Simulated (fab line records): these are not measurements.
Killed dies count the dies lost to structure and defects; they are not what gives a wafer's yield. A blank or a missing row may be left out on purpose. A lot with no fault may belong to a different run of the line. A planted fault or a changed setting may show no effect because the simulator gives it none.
The same fault as seen by 3 desks	flow n5_finfet	every desk sees just its own numbers, and what lay behind them comes last

THE DEFECT DESK
Lot by lot, what the route's inspections counted, given as the mean of those sampled wafers with a number. Marked OUT: a lot whose mean sits more than 4 standard deviations from the usual mean, which makes it out of limits; the brackets give that distance.
Columns: A = raw_defect_count at N5_BEOL_M3_INSPECT_13, usual 417
lot	first seen here	A
L818	day 7 16:20	419
L822	day 9 08:23	421
L823	day 9 17:12	492
L824	day 9 17:49	348
L830	day 10 16:26	529
L837	day 12 23:17	358
L839	day 13 13:24	341
Finding of this desk: none of the 7 lots has anything out of limits.

TOOL OWNER'S DESK, rie_diel-04
The tool's own readings at N5_BEOL_M3_ETCH_64 (etches SOC in N2/H2, target depth 75 nm, overetch 15 nm, time 112.5 s): means of the sampled wafers that have a number, for each lot that ran on this tool. Marked OUT: a lot whose mean sits more than 4 standard deviations from the usual mean, which makes it out of limits; the brackets give that distance.
Columns: A = chamber_pressure_mTorr at N5_BEOL_M3_ETCH_64, usual 30.003 mTorr; B = drypump_motor_current_A at N5_BEOL_M3_ETCH_64, usual 5.7 A; C = oes_product_au at N5_BEOL_M3_ETCH_64, usual 0.62 a.u.; D = rf_vpp_V at N5_BEOL_M3_ETCH_64, usual 524.4 V; E = showerhead_plenum_p_Torr at N5_BEOL_M3_ETCH_64, usual 2.56 Torr; F = throttle_valve_pct at N5_BEOL_M3_ETCH_64, usual 17.89 %
lot	first seen here	A	B	C	D	E	F
L818	day 7 16:26	30.014	6.2	0.64	525.0	2.59	17.86
L822	day 9 08:38	30.028	6.0	0.62	526.0	2.62	17.92
L823	day 9 17:19	30.006	6.1	0.68	525.1	2.59	18.03
L824	day 9 17:58	30.002	6.0	0.63	524.4	2.54	17.95
L837	day 12 23:54	30.014	5.9	0.55	525.9	2.61	18.12
L839	day 13 13:31	29.977	5.9	0.57	522.2	2.46	18.11
Finding of this desk: none of the 6 lots has anything out of limits.

AT THE METROLOGY DESK
Means of the sampled wafers that have a number, per lot and without regard to the tool the lot ran on: this is what the gauges read. Marked OUT: a lot whose mean sits more than 4 standard deviations from the usual mean, which makes it out of limits; the brackets give that distance. Shown here are 7 of its 12 readings, the ones lying furthest out on some lot.
Columns: A = M3_OVL at N5_BEOL_M3_OVL_MEAS_12, usual -0.2 nm; B = DIBL_P at N5_BEOL_M4_RC_MEAS_101, usual 36.4 mV/V; C = IOFF_N at N5_BEOL_M4_RC_MEAS_101, usual 0.16 nA/um; D = ION_N at N5_BEOL_M4_RC_MEAS_101, usual 679 uA/um; E = ION_P at N5_BEOL_M4_RC_MEAS_101, usual 465 uA/um; F = SS_P at N5_BEOL_M4_RC_MEAS_101, usual 73.2 mV/dec; G = VT_P at N5_BEOL_M4_RC_MEAS_101, usual -250 mV
lot	first seen here	A	B	C	D	E	F	G
L818	day 7 16:14	0.2	34.3	0.13	676	462	72.5	-254
L822	day 9 08:17	-0.2	34.7	0.15	685	470	72.7	-250
L823	day 9 17:07	0.3	38.5	0.17	678	460	74.0	-254
L824	day 9 17:44	-0.5	34.3	0.13	663	454	72.7	-253
L830	day 10 16:20	-0.9	33.9	0.14	675	470	72.7	-250
L837	day 12 23:12	-0.7	37.9	0.19	692	470	73.5	-248
L839	day 13 13:19	-0.1	38.0	0.21	695	469	74.2	-247
Finding of this desk: none of the 7 lots has anything out of limits.

PUT TOGETHER
Nothing the defect desk looked at was out of limits.
Nothing out of limits was seen by the tool owner's desk.
The metrology desk saw nothing out of limits.

WHAT HAD BEEN PUT IN BY THE SIMULATOR
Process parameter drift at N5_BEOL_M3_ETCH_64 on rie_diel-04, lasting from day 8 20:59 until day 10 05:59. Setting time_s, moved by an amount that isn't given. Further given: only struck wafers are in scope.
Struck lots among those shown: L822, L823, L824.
